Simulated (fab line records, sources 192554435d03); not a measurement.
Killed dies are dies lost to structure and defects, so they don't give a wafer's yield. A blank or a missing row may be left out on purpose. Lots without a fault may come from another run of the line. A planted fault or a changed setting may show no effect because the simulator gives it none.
Split-lot experiment | flow n5_finfet | 7 lots, 21 wafers read, on a route of 1938 steps

THE SPLIT
At N5_BEOL_M15_PEB_26 (peb time 90 s), the setting peb_temp_c was moved away from the recipe's 130 C on 8 of the 21 wafers read, by -2.7% to +2.2%. The other wafers ran this setting at the recipe's value.

FROM THE SPLIT TO THE READING: what the file shows between them, 2 steps
- N5_BEOL_M15_DEVELOP_27: develop time 45 s
- N5_BEOL_M15_HARDBAKE_32: time 120 s

THE READING
cd_nm, in nm, at N5_BEOL_M15_CD_MEAS_28 (target cd 407.6 nm). Fault-free wafers of this fab line usually give 407.9 nm, standard deviation 1.7 nm.

wafer  | tool, chamber at the split | peb_temp_c as run, C | against the recipe | cd_nm, nm | against lot-mates on the recipe
L074.1 | litho_track-03, 0          | 132.9                | +2.2%              | 419.4     | +11.0
L074.3 | litho_track-03, 0          | 132.9                | +2.2%              | 419.3     | +10.9
L074.5 | litho_track-03, 0          | 130                  | recipe             | 408.4     | -
L075.1 | litho_track-04, 0          | 130                  | recipe             | 406.7     | -
L075.3 | litho_track-04, 0          | 130                  | recipe             | 406.2     | -
L075.6 | litho_track-04, 0          | 128.3                | -1.3%              | 399.1     | -7.3
L076.3 | litho_track-03, 0          | 130                  | recipe             | 408.3     | -
L076.5 | litho_track-03, 0          | 132.2                | +1.7%              | 415.5     | +7.2
L076.6 | litho_track-03, 0          | 130                  | recipe             | 408.2     | -
L079.1 | litho_track-03, 0          | 126.5                | -2.7%              | 389.7     | -17.4
L079.5 | litho_track-03, 0          | 126.5                | -2.7%              | 390.4     | -16.7
L079.6 | litho_track-03, 0          | 130                  | recipe             | 407.1     | -
L091.1 | litho_track-03, 0          | 128.4                | -1.2%              | 403.2     | -8.6
L091.3 | litho_track-03, 0          | 130                  | recipe             | 411.8     | -
L091.5 | litho_track-03, 0          | 128.4                | -1.2%              | 403.1     | -8.7
L089.2 | litho_track-04, 0          | 130                  | recipe             | 408.0     | -
L089.4 | litho_track-04, 0          | 130                  | recipe             | 408.7     | -
L089.5 | litho_track-04, 0          | 130                  | recipe             | 408.8     | -
L096.2 | litho_track-04, 0          | 130                  | recipe             | 406.9     | -
L096.3 | litho_track-04, 0          | 130                  | recipe             | 408.2     | -
L096.5 | litho_track-04, 0          | 130                  | recipe             | 407.9     | -

THE FIT
A straight line over all 21 wafers: cd_nm changes by +5.7 nm for each +1% of peb_temp_c; r = +0.97; the points scatter about the line by 1.7 nm.
The same after taking each lot's own level away (the mean of its wafers on the recipe; 21 wafers): +5.68 nm for each +1%; r = +0.99; scatter 0.96 nm.
On that fit, the largest move of peb_temp_c shifts the reading by 15 nm.
The lots' own levels span 406.45 to 411.80 nm, that is 3.1 times the standard deviation above.
So the lot-to-lot level changes the slope little: the two slopes agree.
Check: with one of the wafers moved furthest among these (-2.7%) left out of the fit, the line predicts -15.4 nm for it against its lot-mates. It came out at -17.4 nm against them.

OTHER SPLITS ON THESE WAFERS
These wafers also went through other splits before the reading. Each is held against what the fit with the lots' levels taken away leaves over:
other split on the same wafers | wafers away from the commonest value | r with cd_nm (lot level and that fit taken away)
N5_BEOL_M14_COAT_66 spin_rpm   | 7                                    | +0.02
N5_BEOL_M14_PEB_26 peb_temp_c  | 6                                    | +0.11

THE WHOLE CHAIN: every reading that the file lists as answering this split, in the file's order
step                   | what it does                                                            | reading                                                         | change (the file's fit)              | r (the file's)
N5_BEOL_M15_CD_MEAS_28 | target cd 407.6 nm                                                      | cd_nm                                                           | +5.61 nm for each +1% of the setting | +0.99
N5_BEOL_M15_DESCUM_33  | chemistry O2, time 7.9 s                                                | BEOL_M15.cd_nm (the simulator's own value, which no gauge read) | +5.66 nm for each +1% of the setting | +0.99
N5_BEOL_M15_ETCH_61    | etches BARC in N2/H2, target depth 89 nm, overetch 26.7 nm, time 67.9 s | BEOL_M15.cd_nm (the simulator's own value, which no gauge read) | +5.48 nm for each +1% of the setting | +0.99
N5_BEOL_M15_ETCH_38    | etches SiCN in CF4/N2, target depth 106.4 nm, time 120.5 s              | BEOL_M15.cd_nm (the simulator's own value, which no gauge read) | +5.41 nm for each +1% of the setting | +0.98

THE FILE'S OWN FIT
cd_nm changes by +5.61 nm for each +1% of peb_temp_c, r = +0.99.
